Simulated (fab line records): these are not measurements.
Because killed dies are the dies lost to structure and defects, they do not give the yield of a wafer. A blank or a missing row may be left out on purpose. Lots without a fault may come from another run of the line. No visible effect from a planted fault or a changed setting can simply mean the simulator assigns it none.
Chamber matching -- flow nand harc -- NHARC_A_CHANNEL_HOLE_D2_DEP_01 on pecvd-04: 3 sister chambers
The step deposits SiON, target thk 140 nm. 3 wafers are shown with their chamber, then 10 later ones without.

WAFERS PAIRED WITH THEIR CHAMBERS
wafer,chamber,heater power w (W)
L083.5,1,664
L088.2,2,993
L088.3,0,839

WAFERS WHOSE CHAMBER IS MISSING
wafer,heater power w (W)
L088.6,817
L093.1,860
L093.5,934
L093.6,862
L094.2,598
L094.3,907
L094.5,875
L095.3,643
L095.4,874
L095.5,775

WHICH CHAMBER EACH ONE RAN IN
wafer,from the rows above,in truth
L088.6,0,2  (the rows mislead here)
L093.1,0,0
L093.5,can't be placed: 2 or 0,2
L093.6,0,0
L094.2,1,1
L094.3,can't be placed: 0 or 2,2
L094.5,can't be placed: 0 or 2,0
L095.3,1,1
L095.4,can't be placed: 0 or 2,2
L095.5,can't be placed: 0 or 1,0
Placed correctly: 4 of 10. From these rows, 5 cannot be placed; in 5 the true chamber is one of the candidates. Wrongly placed: 1.
How it was worked out, from the rows above alone: a wafer's distance from a chamber is the root of the sum, over the readings, of the square of ((its reading less the chamber's mean) divided by the reading's scatter). If the next closest chamber is less than 2 further off than the closest, the wafer can't be placed; otherwise it belongs to the closest. The mean given for a chamber averages the wafers shown for that chamber. The scatter: root of mean squared gap, hidden wafer to nearest shown wafer, with one shown wafer a chamber.
